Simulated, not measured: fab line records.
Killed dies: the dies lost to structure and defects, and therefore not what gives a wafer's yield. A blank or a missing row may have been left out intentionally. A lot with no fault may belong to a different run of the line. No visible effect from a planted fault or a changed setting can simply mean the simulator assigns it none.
The tool behind it: which one? + flow n5_finfet + 24 wafers from 9 lots sampled at 9 of the route's 1938 steps

== WHAT THE GAUGES SHOWED, per wafer ==
N5_BEOL_M3_THK_MEAS_01. Usual: M3_ILD_THK gives 79.2 nm (standard deviation 0.96).
| lot  | measured     | on            | M3_ILD_THK (nm) | flag |
|------|--------------|---------------|-----------------|------|
| L223 | day 6 20:39  | film_metro-01 | 77.3 78.7 78.5  |      |
| L224 | day 7 10:07  | film_metro-01 | 78.3 77.8 78.6  |      |
| L227 | day 8 11:59  | film_metro-02 | 79.5 80.1 81.0  |      |
| L231 | day 8 19:03  | film_metro-01 | 78.2 78.3 78.7  |      |
| L233 | day 9 01:51  | film_metro-01 | 78.0 78.6 77.9  |      |
| L239 | day 10 22:26 | film_metro-01 | 79.2 79.3       |      |
| L240 | day 10 23:17 | film_metro-02 | 77.8 79.1       |      |
| L243 | day 12 00:43 | film_metro-01 | 80.0 80.1       |      |
| L246 | day 12 17:55 | film_metro-02 | 79.3 80.5 80.3  |      |

N5_BEOL_M3_OVL_MEAS_29. Usual: V2_OVL gives -0.4 nm (standard deviation 0.78).
| lot  | measured     | on         | V2_OVL (nm)    | flag |
|------|--------------|------------|----------------|------|
| L223 | day 6 23:25  | overlay-01 | -0.1 -0.9 -1.0 |      |
| L224 | day 7 12:19  | overlay-01 | -0.3 0.1 -1.5  |      |
| L227 | day 8 15:31  | overlay-01 | -0.5 -2.1 -0.3 |      |
| L231 | day 8 21:43  | overlay-01 | 0.7 0.0 0.9    |      |
| L233 | day 9 04:40  | overlay-01 | 0.3 -0.4 0.2   |      |
| L239 | day 11 00:03 | overlay-02 | 0.2 -0.3       |      |
| L240 | day 11 00:44 | overlay-02 | -2.4 -0.9      |      |
| L243 | day 12 03:44 | overlay-02 | -0.7 0.5       |      |
| L246 | day 12 20:19 | overlay-01 | 0.0 0.3 -0.1   |      |

N5_BEOL_M3_OCD_MEAS_38. Usual: trench_depth_nm reads 55.7 nm (standard deviation 1.1).
| lot  | measured     | on     | trench_depth_nm (nm) | flag |
|------|--------------|--------|----------------------|------|
| L223 | day 7 00:12  | ocd-02 | 56.7 54.9 55.7       |      |
| L224 | day 7 13:48  | ocd-02 | 54.5 56.1 54.6       |      |
| L227 | day 8 17:36  | ocd-02 | 53.7 55.1 55.2       |      |
| L231 | day 8 23:45  | ocd-01 | 54.6 56.3 56.0       |      |
| L233 | day 9 05:55  | ocd-02 | 56.1 57.4 58.2       |      |
| L239 | day 11 03:20 | ocd-02 | 56.9 2.3             | OFF  |
| L240 | day 11 03:30 | ocd-02 | 55.5 1.6             | OFF  |
| L243 | day 12 05:41 | ocd-02 | 56.4 0.2             | OFF  |
| L246 | day 12 22:52 | ocd-02 | 57.2 54.4 57.1       |      |

N5_BEOL_M3_CD_MEAS_35: target cd 18 nm, target cd y 21 nm. Usual: cd_nm reads 18.1 nm (standard deviation 0.34).
| lot  | measured     | on        | cd_nm (nm)     | flag |
|------|--------------|-----------|----------------|------|
| L223 | day 7 00:22  | cd_sem-02 | 18.0 17.5 17.9 |      |
| L224 | day 7 13:58  | cd_sem-03 | 17.8 17.8 18.5 |      |
| L227 | day 8 17:45  | cd_sem-02 | 17.8 18.0 18.0 |      |
| L231 | day 8 23:54  | cd_sem-01 | 18.6 18.2 18.2 |      |
| L233 | day 9 06:04  | cd_sem-01 | 18.2 18.7 18.0 |      |
| L239 | day 11 03:29 | cd_sem-02 | 18.7 -         |      |
| L240 | day 11 03:40 | cd_sem-01 | 18.1 -         |      |
| L243 | day 12 05:51 | cd_sem-01 | 18.4 -         |      |
| L246 | day 12 23:01 | cd_sem-03 | 18.3 17.3 18.7 |      |

N5_BEOL_M3_THK_MEAS_53: measures by xrf. Usual: M3_THK gives 39.9 nm (standard deviation 1.4).
| lot  | measured     | on            | M3_THK (nm)    | flag |
|------|--------------|---------------|----------------|------|
| L223 | day 7 05:13  | film_metro-01 | 38.7 39.7 41.2 |      |
| L224 | day 7 17:28  | film_metro-01 | 39.6 37.5 39.5 |      |
| L227 | day 8 21:12  | film_metro-01 | 40.7 41.6 42.9 |      |
| L231 | day 9 03:32  | film_metro-02 | 38.7 38.7 40.2 |      |
| L233 | day 9 10:20  | film_metro-01 | 38.9 40.3 38.9 |      |
| L239 | day 11 07:11 | film_metro-01 | 42.5 -         |      |
| L240 | day 11 08:20 | film_metro-01 | 38.3 -         |      |
| L243 | day 12 09:30 | film_metro-01 | 41.4 -         |      |
| L246 | day 13 02:35 | film_metro-02 | 39.3 40.6 40.9 |      |

N5_BEOL_M4_RC_MEAS_101. Usual: DIBL_N 35.8 mV/V, standard deviation 1.8; DIBL_P 35.6 mV/V, standard deviation 2; IOFF_N 0.148 nA/um, standard deviation 0.028; IOFF_P 0.20 nA/um, standard deviation 0.034; ION_N 672 uA/um, standard deviation 12; ION_P 462 uA/um, standard deviation 8.5; SS_N 71.2 mV/dec, standard deviation 0.65; SS_P 73.1 mV/dec, standard deviation 0.67; VT_N 251 mV, standard deviation 3.3; VT_P -251 mV, standard deviation 3.8.
| lot  | measured     | on        | DIBL_N (mV/V)  | DIBL_P (mV/V)  | IOFF_N (nA/um)    | IOFF_P (nA/um) | ION_N (uA/um) | ION_P (uA/um) | SS_N (mV/dec)  | SS_P (mV/dec)  | VT_N (mV)   | VT_P (mV)      | flag |
|------|--------------|-----------|----------------|----------------|-------------------|----------------|---------------|---------------|----------------|----------------|-------------|----------------|------|
| L223 | day 7 15:10  | prober-02 | 34.6 32.9 34.0 | 35.2 34.3 36.4 | 0.150 0.119 0.145 | 0.16 0.15 0.17 | 674 660 677   | 449 454 459   | 71.1 70.7 71.5 | 72.6 72.5 73.4 | 252 253 251 | -258 -257 -255 |      |
| L224 | day 8 02:58  | prober-01 | 37.7 36.9 36.8 | 38.6 36.7 37.4 | 0.156 0.151 0.145 | 0.22 0.20 0.21 | 647 672 674   | 451 461 464   | 72.1 70.9 70.4 | 73.9 72.5 73.5 | 252 252 250 | -247 -248 -248 |      |
| L227 | day 9 07:14  | prober-01 | 36.3 35.4 36.7 | 37.7 38.2 37.9 | 0.161 0.152 0.165 | 0.19 0.20 0.19 | 686 674 671   | 464 463 461   | 71.5 71.5 71.0 | 72.9 72.6 73.1 | 250 252 250 | -256 -254 -256 |      |
| L231 | day 9 12:13  | prober-01 | 33.9 36.2 36.4 | 31.6 35.5 35.4 | 0.107 0.157 0.153 | 0.17 0.23 0.22 | 652 682 667   | 459 474 462   | 70.5 71.4 71.6 | 72.6 73.2 73.1 | 255 250 250 | -251 -246 -247 |      |
| L233 | day 10 05:30 | prober-01 | 38.0 34.9 33.6 | 37.4 34.3 32.3 | 0.178 0.117 0.105 | 0.21 0.17 0.14 | 676 656 661   | 456 454 450   | 71.5 71.0 69.8 | 73.8 73.0 72.1 | 252 255 255 | -254 -252 -256 |      |
| L239 | day 11 22:31 | prober-01 | 37.7           | 38.3           | 0.189             | 0.22           | 685           | 463           | 71.8           | 74.0           | 249         | -252           |      |
| L240 | day 12 00:12 | prober-02 | 38.4           | 39.2           | 0.153             | 0.18           | 669           | 448           | 71.5           | 74.0           | 255         | -254           |      |
| L243 | day 12 19:14 | prober-02 | 36.4           | 33.2           | 0.145             | 0.16           | 671           | 454           | 71.8           | 73.0           | 253         | -257           |      |
| L246 | day 13 22:43 | prober-02 | 34.5 35.1 35.3 | 34.1 35.6 35.2 | 0.145 0.163 0.164 | 0.19 0.21 0.21 | 673 687 692   | 471 470 469   | 70.7 70.5 70.9 | 72.4 72.9 72.9 | 249 246 247 | -249 -247 -247 |      |

== TOOL THAT RAN EACH LOT (tool first, then ch and the chambers of the sampled wafers, then the start) ==
| lot  | N5_BEOL_M3_HM_DEP_02         | N5_BEOL_M3_ETCHBACK_99             | N5_BEOL_M3_TRENCH_ETCH_37                     |
|------|------------------------------|------------------------------------|-----------------------------------------------|
| L223 | pvd_sputter-01, day 6 21:32  | rie_diel-04 ch 0,1, day 6 23:49    | rie_diel-04 ch 0,1, day 7 00:12 or earlier    |
| L224 | pvd_sputter-01, day 7 10:52  | rie_diel-02 ch 2,3, day 7 13:25    | rie_diel-02 ch 2,3, day 7 13:48 or earlier    |
| L227 | pvd_sputter-02, day 8 14:13  | rie_diel-02 ch 0,1,2, day 8 17:13  | rie_diel-02 ch 0,1,2, day 8 17:36 or earlier  |
| L231 | pvd_sputter-01, day 8 20:08  | rie_diel-04 ch 0,3, day 8 23:22    | rie_diel-04 ch 0,3, day 8 23:45 or earlier    |
| L233 | pvd_sputter-01, day 9 03:05  | rie_diel-01 ch 0,1,3, day 9 05:31  | rie_diel-01 ch 0,1,3, day 9 05:55 or earlier  |
| L239 | pvd_sputter-01, day 10 22:46 | rie_diel-04 ch 1,2, day 11 02:57   | rie_diel-04 ch 1,2, day 11 03:20 or earlier   |
| L240 | pvd_sputter-01, day 10 23:27 | rie_diel-02 ch 3, day 11 03:07     | rie_diel-02 ch 3, day 11 03:30 or earlier     |
| L243 | pvd_sputter-01, day 12 02:15 | rie_diel-02 ch 3, day 12 05:17     | rie_diel-02 ch 3, day 12 05:41 or earlier     |
| L246 | pvd_sputter-02, day 12 18:45 | rie_diel-04 ch 1,2,3, day 12 22:29 | rie_diel-04 ch 1,2,3, day 12 22:52 or earlier |
- N5_BEOL_M3_HM_DEP_02: deposits TiN, target thk 20 nm.
- N5_BEOL_M3_ETCHBACK_99: etches SiO2 in CHF3, target depth 5 nm, time 10.4 s.
- N5_BEOL_M3_TRENCH_ETCH_37: etches SiOC in C4F6/O2, target depth 55.555 nm, time 29.2 s.

== WHAT THE TOOLS THEMSELVES READ (means of the sampled wafers that have a number; where no wafer has one, the mark that the record gives instead) ==
N5_BEOL_M3_HM_DEP_02. Usual: throttle_valve_pct reads 30.4 % (standard deviation 1).
| lot  | tool           | throttle_valve_pct (%) | flag |
|------|----------------|------------------------|------|
| L223 | pvd_sputter-01 | 31.3                   |      |
| L224 | pvd_sputter-01 | 31.4                   |      |
| L227 | pvd_sputter-02 | 29.7                   |      |
| L231 | pvd_sputter-01 | 31.4                   |      |
| L233 | pvd_sputter-01 | 30.7                   |      |
| L239 | pvd_sputter-01 | 30.3                   |      |
| L240 | pvd_sputter-01 | 31.2                   |      |
| L243 | pvd_sputter-01 | 30.3                   |      |
| L246 | pvd_sputter-02 | 30.1                   |      |

N5_BEOL_M3_ETCHBACK_99. Usual: drypump_motor_current_A 5.5 A, standard deviation 0.51; oes_product_au 0.80 a.u., standard deviation 0.1; rf_vpp_V 239 V, standard deviation 4.1; showerhead_plenum_p_Torr 2.16 Torr, standard deviation 0.083; throttle_valve_pct 17.01 %, standard deviation 0.24.
| lot  | tool        | drypump_motor_current_A (A) | oes_product_au (a.u.) | rf_vpp_V (V) | showerhead_plenum_p_Torr (Torr) | throttle_valve_pct (%) | flag |
|------|-------------|-----------------------------|-----------------------|--------------|---------------------------------|------------------------|------|
| L223 | rie_diel-04 | 5.3                         | 0.89                  | 240          | 2.14                            | 16.87                  |      |
| L224 | rie_diel-02 | 5.0                         | 0.83                  | 240          | 2.12                            | 17.03                  |      |
| L227 | rie_diel-02 | 5.7                         | 0.71                  | 238          | 2.20                            | 17.10                  |      |
| L231 | rie_diel-04 | 5.6                         | 0.85                  | 240          | 2.08                            | 16.98                  |      |
| L233 | rie_diel-01 | 5.7                         | 0.84                  | 241          | 2.20                            | 16.87                  |      |
| L239 | rie_diel-04 | 4.9                         | 0.65                  | 241          | 2.25                            | 16.78                  |      |
| L240 | rie_diel-02 | 4.9                         | 0.58                  | 237          | 2.10                            | 17.08                  |      |
| L243 | rie_diel-02 | 5.0                         | 0.57                  | 236          | 2.09                            | 17.09                  |      |
| L246 | rie_diel-04 | 5.3                         | 0.82                  | 239          | 2.16                            | 17.02                  |      |

N5_BEOL_M3_TRENCH_ETCH_37. Usual: C4F6_flow_sccm 9.996 sccm, standard deviation 0.029; drypump_motor_current_A 5.5 A, standard deviation 0.5; oes_product_au 0.80 a.u., standard deviation 0.1; rf_vpp_V 660 V, standard deviation 11; showerhead_plenum_p_Torr 2.86 Torr, standard deviation 0.1; throttle_valve_pct 20.80 %, standard deviation 0.23.
| lot  | tool        | C4F6_flow_sccm (sccm) | drypump_motor_current_A (A) | oes_product_au (a.u.) | rf_vpp_V (V) | showerhead_plenum_p_Torr (Torr) | throttle_valve_pct (%) | flag |
|------|-------------|-----------------------|-----------------------------|-----------------------|--------------|---------------------------------|------------------------|------|
| L223 | rie_diel-04 | 9.975                 | 5.3                         | 0.89                  | 666          | 2.84                            | 20.67                  |      |
| L224 | rie_diel-02 | 9.984                 | 5.0                         | 0.82                  | 664          | 2.81                            | 20.84                  |      |
| L227 | rie_diel-02 | 10.011                | 5.7                         | 0.71                  | 660          | 2.91                            | 20.84                  |      |
| L231 | rie_diel-04 | 9.965                 | 5.6                         | 0.85                  | 665          | 2.75                            | 20.77                  |      |
| L233 | rie_diel-01 | 9.996                 | 5.7                         | 0.84                  | 662          | 2.91                            | 20.65                  |      |
| L239 | rie_diel-04 | 10.005                | 4.9                         | 0.92                  | 663          | 2.96                            | 20.63                  |      |
| L240 | rie_diel-02 | 9.975                 | 5.0                         | 0.84                  | 656          | 2.78                            | 20.92                  |      |
| L243 | rie_diel-02 | 9.973                 | 5.0                         | 0.83                  | 656          | 2.77                            | 20.95                  |      |
| L246 | rie_diel-04 | 10.016                | 5.2                         | 0.82                  | 664          | 2.86                            | 20.79                  |      |

== THE ANSWER, worked out from the rows above alone ==
Rule: a lot is off if the mean of its wafers that have a number lies more than 3 standard deviations from the usual mean. A lot without any number at a reading at which 4 lots or more have one is off too. Where the step has rows for the other lots, those lots are counted as sound. After the gauges, taken in route order, come the tools' own readings; for these a lot's mean is taken, as printed above. The first step at which some lot is off is used, and at that step the reading that is off furthest; a lot without a number counts as furthest.
Off, at N5_BEOL_M3_OCD_MEAS_38 on trench_depth_nm: L239, L240, L243.
If a tool, at a process step before that reading, ran all the lots that are off and no sound lot after the first of them, it fits. Those tools and the gauges at N5_BEOL_M3_OCD_MEAS_38 are tried in the same way. N5_BEOL_M3_TRENCH_ETCH_37: start missing for some lots; hours and lot order therefore follow N5_BEOL_M3_OCD_MEAS_38. One fits: N5_BEOL_M3_HM_DEP_02 on pvd_sputter-01. Its last sound lot is L233 (day 9 03:05), its first lot that is off L239 (day 10 22:46): a fault that began between those two fits.

== WHAT HAD BEEN PUT IN BY THE SIMULATOR ==
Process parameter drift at N5_BEOL_M3_HM_DEP_02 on pvd_sputter-01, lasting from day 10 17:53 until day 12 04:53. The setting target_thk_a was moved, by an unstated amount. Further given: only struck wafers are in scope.
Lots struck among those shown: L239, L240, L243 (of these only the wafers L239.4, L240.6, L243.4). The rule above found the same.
